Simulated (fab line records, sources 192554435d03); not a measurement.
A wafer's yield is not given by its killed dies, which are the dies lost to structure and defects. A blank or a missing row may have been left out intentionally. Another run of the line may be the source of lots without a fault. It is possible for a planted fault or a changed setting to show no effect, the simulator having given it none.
Which tool is to blame? | flow n5Finfet | 24 lots, 72 wafers sampled, at 4 steps of a route of 1938

WHAT EACH GAUGE READ, for each wafer
N5_BEOL_M9_OCD_MEAS_38.
lot  | measured     | on     | trenchDepthNm (nm)
L074 | day 9 08:18  | ocd-02 | 152 149 153
L075 | day 9 19:29  | ocd-01 | 153 145 151
L076 | day 10 01:59 | ocd-02 | 159 158 159
L077 | day 10 02:35 | ocd-01 | 156 153 149
L078 | day 10 08:36 | ocd-02 | 157 149 158
L079 | day 10 11:41 | ocd-02 | 147 151 148
L080 | day 10 20:38 | ocd-02 | 153 148 146
L081 | day 11 13:37 | ocd-02 | 152 147 150
L082 | day 11 21:56 | ocd-01 | 145 150 145
L084 | day 12 05:04 | ocd-02 | 154 154 149
L085 | day 12 05:32 | ocd-02 | 148 154 154
L083 | day 12 09:35 | ocd-02 | 148 150 150
L086 | day 13 00:56 | ocd-01 | 154 155 147
L087 | day 13 01:16 | ocd-02 | 151 152 149
L088 | day 13 02:30 | ocd-02 | 150 144 145
L089 | day 13 14:10 | ocd-01 | 152 147 151
L090 | day 13 21:26 | ocd-01 | 149 144 149
L091 | day 14 02:14 | ocd-01 | 154 147 149
L092 | day 14 05:31 | ocd-02 | 144 149 149
L094 | day 14 14:22 | ocd-02 | 153 147 147
L093 | day 14 15:58 | ocd-01 | 153 154 153
L095 | day 14 21:17 | ocd-01 | 149 154 153
L097 | day 15 06:58 | ocd-01 | 147 147 148
L096 | day 15 08:46 | ocd-01 | 154 154 154

N5_BEOL_M9_CD_MEAS_35: target cd 70 nm, target cd y 40 nm.
lot  | measured     | on       | cdNm (nm)
L074 | day 9 08:28  | cdSem-01 | 69.6 70.6 70.0
L075 | day 9 19:39  | cdSem-01 | 68.7 68.4 68.5
L076 | day 10 02:08 | cdSem-03 | 70.5 69.2 70.3
L077 | day 10 02:45 | cdSem-03 | 68.8 71.3 69.1
L078 | day 10 08:45 | cdSem-03 | 71.6 69.6 70.2
L079 | day 10 11:50 | cdSem-03 | 68.6 70.0 70.6
L080 | day 10 20:47 | cdSem-03 | 70.3 69.8 69.1
L081 | day 11 13:46 | cdSem-03 | 70.1 68.7 70.6
L082 | day 11 22:05 | cdSem-02 | 71.1 70.6 70.2
L084 | day 12 05:13 | cdSem-01 | 69.5 71.1 71.2
L085 | day 12 05:41 | cdSem-01 | 70.2 68.7 70.0
L083 | day 12 09:44 | cdSem-03 | 70.4 71.4 71.6
L086 | day 13 01:05 | cdSem-03 | 71.2 70.0 70.9
L087 | day 13 01:26 | cdSem-02 | 69.6 69.9 67.9
L088 | day 13 02:39 | cdSem-01 | 70.2 70.5 69.1
L089 | day 13 14:19 | cdSem-03 | 70.0 70.3 69.3
L090 | day 13 21:36 | cdSem-03 | 71.0 71.1 70.6
L091 | day 14 02:24 | cdSem-02 | 69.3 71.3 69.8
L092 | day 14 05:40 | cdSem-03 | 71.0 69.9 71.2
L094 | day 14 14:31 | cdSem-02 | 70.4 70.5 69.5
L093 | day 14 16:07 | cdSem-01 | 70.4 69.5 69.9
L095 | day 14 21:27 | cdSem-02 | 70.0 70.8 69.5
L097 | day 15 07:08 | cdSem-01 | 69.5 70.4 70.4
L096 | day 15 08:56 | cdSem-01 | 70.1 69.6 70.2

N5_BEOL_M9_INSPECT_58: inspects for defects (darkfield).
lot  | measured     | on               | rawDefectCount
L074 | day 9 10:50  | defectInspect-02 | 80 99 118
L075 | day 9 23:01  | defectInspect-02 | 79 116 50
L076 | day 10 06:16 | defectInspect-02 | 57 84 51
L077 | day 10 06:27 | defectInspect-02 | 59 123 57
L078 | day 10 13:25 | defectInspect-02 | 108 81 78
L079 | day 10 14:24 | defectInspect-01 | 95 57 64
L080 | day 10 23:01 | defectInspect-02 | 108 130 116
L081 | day 11 16:07 | defectInspect-02 | 86 44 99
L082 | day 12 00:12 | defectInspect-01 | 105 103 49
L084 | day 12 07:43 | defectInspect-01 | 91 59 92
L085 | day 12 08:31 | defectInspect-02 | 68 96 43
L083 | day 12 12:00 | defectInspect-02 | 69 83 67
L086 | day 13 04:17 | defectInspect-02 | 93 82 53
L087 | day 13 04:49 | defectInspect-02 | 106 119 55
L088 | day 13 06:20 | defectInspect-02 | 89 71 57
L089 | day 13 16:44 | defectInspect-01 | 65 70 44
L090 | day 14 01:32 | defectInspect-02 | 72 93 74
L091 | day 14 05:10 | defectInspect-02 | 61 59 71
L092 | day 14 08:00 | defectInspect-02 | 67 100 91
L094 | day 14 16:47 | defectInspect-02 | 57 59 92
L093 | day 14 19:20 | defectInspect-01 | 86 98 97
L095 | day 15 00:31 | defectInspect-02 | 33 57 47
L097 | day 15 10:44 | defectInspect-02 | 72 95 83
L096 | day 15 11:42 | defectInspect-02 | 110 62 74

N5_BEOL_M10_INSPECT_13: inspects for defects (brightfield).
lot  | measured     | on               | rawDefectCount
L074 | day 9 12:29  | defectInspect-01 | 561 626 635
L075 | day 10 00:56 | defectInspect-01 | 394 510 347
L076 | day 10 08:51 | defectInspect-02 | 634 549 607
L077 | day 10 08:56 | defectInspect-02 | 397 755 428
L078 | day 10 15:24 | defectInspect-02 | 426 462 370
L079 | day 10 16:13 | defectInspect-02 | 392 313 365
L080 | day 11 02:10 | defectInspect-02 | 344 671 542
L081 | day 11 18:16 | defectInspect-02 | 303 265 340
L082 | day 12 01:55 | defectInspect-02 | 670 572 468
L084 | day 12 09:39 | defectInspect-01 | 453 544 511
L085 | day 12 09:43 | defectInspect-02 | 568 428 404
L083 | day 12 13:16 | defectInspect-01 | 531 444 422
L086 | day 13 06:56 | defectInspect-02 | 392 310 313
L087 | day 13 07:05 | defectInspect-02 | 465 551 500
L088 | day 13 10:52 | defectInspect-01 | 615 400 333
L089 | day 13 19:10 | defectInspect-02 | 326 367 408
L090 | day 14 04:05 | defectInspect-01 | 327 392 344
L091 | day 14 07:06 | defectInspect-02 | 487 485 437
L092 | day 14 11:02 | defectInspect-01 | 540 572 645
L094 | day 14 18:25 | defectInspect-02 | 499 421 474
L093 | day 14 21:42 | defectInspect-02 | 386 412 492
L095 | day 15 04:00 | defectInspect-01 | 339 391 477
L097 | day 15 13:16 | defectInspect-02 | 446 363 553
L096 | day 15 13:28 | defectInspect-01 | 435 460 343

TOOL THAT RAN EACH LOT (tool first, then ch and the chambers of the sampled wafers, then the start)
The record shows no process step preceding these readings.

AS READ BY THE TOOLS THEMSELVES (means over the sampled wafers that have a number; for cases with no such wafer, the mark the record gives instead)
The record holds no such reading with a usual standard deviation.

THE ANSWER, worked out from the rows above alone
Rule: usual is defined by the lots themselves. The widest of any qualifying gaps counts: lots, ordered by their means at a reading, are off when they make up no more than a third of the lots, leave a main group of 4 or more, and stand apart from it by 3 or more times the standard deviation of that group's means. A main group whose means are all the same, to the digits that the tables above print for the reading, isn't used. A lot without any number at a reading at which 4 lots or more have one is off too. All remaining lots with rows at the step are treated as sound. First the gauges in route order, then the tools' own readings, where a lot's mean is used as printed above. At the first step where some lot is off, the reading lying furthest off is the one used; lots without a number count as furthest.
No lot is off at any reading shown: from this, nothing can be told.

WHAT THE SIMULATOR HAD PUT IN
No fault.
